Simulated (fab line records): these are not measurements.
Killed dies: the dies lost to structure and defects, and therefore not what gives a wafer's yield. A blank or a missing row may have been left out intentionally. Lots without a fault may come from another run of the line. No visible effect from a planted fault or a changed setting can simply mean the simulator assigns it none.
Code-filled problem report in 8D (eight disciplines) form	flow n5 finfet	the parts of the form that need people (team, actions taken, sign-off) are left out
Where a reading is given only as a bound, like >300, the bound stands for it, and a mean or a difference that rests on one is marked > or <: the true number lies beyond.

== 1. WHAT WENT WRONG ==
Mean of raw defect count at N5_SD_EPI_N_INSPECT_26: 732 across 2 wafers in 2 lots; on wafers with no fault it is 205 (standard deviation 48). That is +11 standard deviations from the usual mean.
The step: inspects for defects (darkfield).
Seen first at day 5 11:33 on defect inspect-01, wafer L282.4. The record holds 24 wafers of 8 lots with a number at this step. By rule, "out" or "out of limits" means more than 4 standard deviations away from the usual mean. The other wafers with a number count as sound.

== 2. WHAT IT IS AND WHAT IT IS NOT ==
question	is	is not
which readings at this step	raw defect count	-
which lots	L282, L283	L273, L279, L281, L294, L295, L296
which wafers of those lots	L282.4, L283.2	L282.3, L282.5, L283.1, L283.5
read on which gauges	defect inspect-01, defect inspect-02	-
when	from day 5 11:33	up to then (11 sound wafers); but 11 sound wafers of L283, L294, L295, L296 came after

== 3. THE SUSPECTS, EACH WITH WHAT RULES IT OUT ==
Counting: if a tool at a process step up to the reading ran every lot that is out, it stays a suspect. Sound lots after the first of them don't rule it out here, since some wafers of a struck lot are sound.
- the gauge at N5_SD_EPI_N_INSPECT_26: ruled out. The wafers that are out were read on 2 gauges (defect inspect-01, defect inspect-02).
- ald sin-04 at N5_SPACER0_ALD_07 (deposits SiNx, target thk 2 nm): kept. Ran every lot that is out, first one L282 (day 5 06:15); last sound lot up to then L281 (day 5 01:47).
- rie si-04 at N5_SD_EPI_N_SD_RECESS_17 (chemistry HBr/Cl2/O2, target depth 41 nm, time 23.7 s, bt time 3 s): kept. Ran every lot that is out, first one L282 (day 5 08:04); last sound lot up to then L279 (day 4 16:56).
- Within ald sin-04 at N5_SPACER0_ALD_07: the wafers that are out ran in chambers 1, 2; their sound lot-mates ran in chambers 0, 3.
- rie si-04, N5_SD_EPI_N_SD_RECESS_17: wafers that are out in chamber 1, sound lot-mates in chambers 0, 2.
Remaining after the count are ald sin-04 at N5_SPACER0_ALD_07 and rie si-04 at N5_SD_EPI_N_SD_RECESS_17.

== 4. THE CAUSE (what the simulator had put in) ==
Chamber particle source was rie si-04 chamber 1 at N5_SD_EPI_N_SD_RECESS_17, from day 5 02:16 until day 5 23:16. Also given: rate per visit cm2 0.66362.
Counting leaves 2 suspects; this tool is one of them.

== 5. THE EFFECT CHAIN, in route order ==
One row per reading whose mean, taken over the struck wafers that have a number, lies over 3 standard deviations from the usual. Readings are gone through only where the record gives a usual standard deviation; hours: the median, over the lots, of the time from a lot's start at the first step in this table giving one to that lot's start at this step; sigmas: the change measured in usual standard deviations.
hours	step	reading	usual	on struck wafers	change	sigmas
0	N5_SD_EPI_N_INSPECT_26	raw defect count	205	732	+528	+11
0	N5_SD_EPI_P_INSPECT_11	raw defect count	2.0	>300	>+298	+99 or more
5	N5_SD_EPI_P_INSPECT_26	raw defect count	177	667	+490	+11
6	N5_SD_ACTIVATION_INSPECT_02	raw defect count	176	684	+508	+12
218	N5_PASSIVATION_PROBE_49	defect limited yield	90.9 %	82.1	-8.8	-5.9
218	N5_PASSIVATION_PROBE_49	killed at front end	42	153	+111	+9.2
218	N5_PASSIVATION_PROBE_49	killed dies	108	212	+104	+5.8
218	N5_PASSIVATION_PROBE_49	sort_bin_5_function	5.4 %	11.5	+6.1	+6.1
218	N5_PASSIVATION_PROBE_49	sort n pass	1072	968	-104	-5.8
218	N5_PASSIVATION_PROBE_49	sort yield pct	90.9 %	82.1	-8.8	-5.9
The process steps in it:
- N5_PASSIVATION_PROBE_49
Later steps that measure or inspect, where all struck wafers having a row at the step show a number for every such reading and not one has moved that far: N5_BEOL_M4_RC_MEAS_101.

== 6. HOW IT WOULD HAVE BEEN CAUGHT EARLIER ==
The first out-of-limits reading at a measuring or inspecting step in this record came at day 5 11:33, 9 hours after the fault's start at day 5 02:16.
An alarm limit of 4 standard deviations would not have fired on the tool readings at N5_SD_EPI_N_SD_RECESS_17 for which the record gives a usual standard deviation, since none of them was out on any struck wafer.
Lots out: 2; of these, L283 started N5_SD_EPI_N_SD_RECESS_17 on rie si-04 after day 5 11:33. It would have been spared by a hold on the tool at that moment.
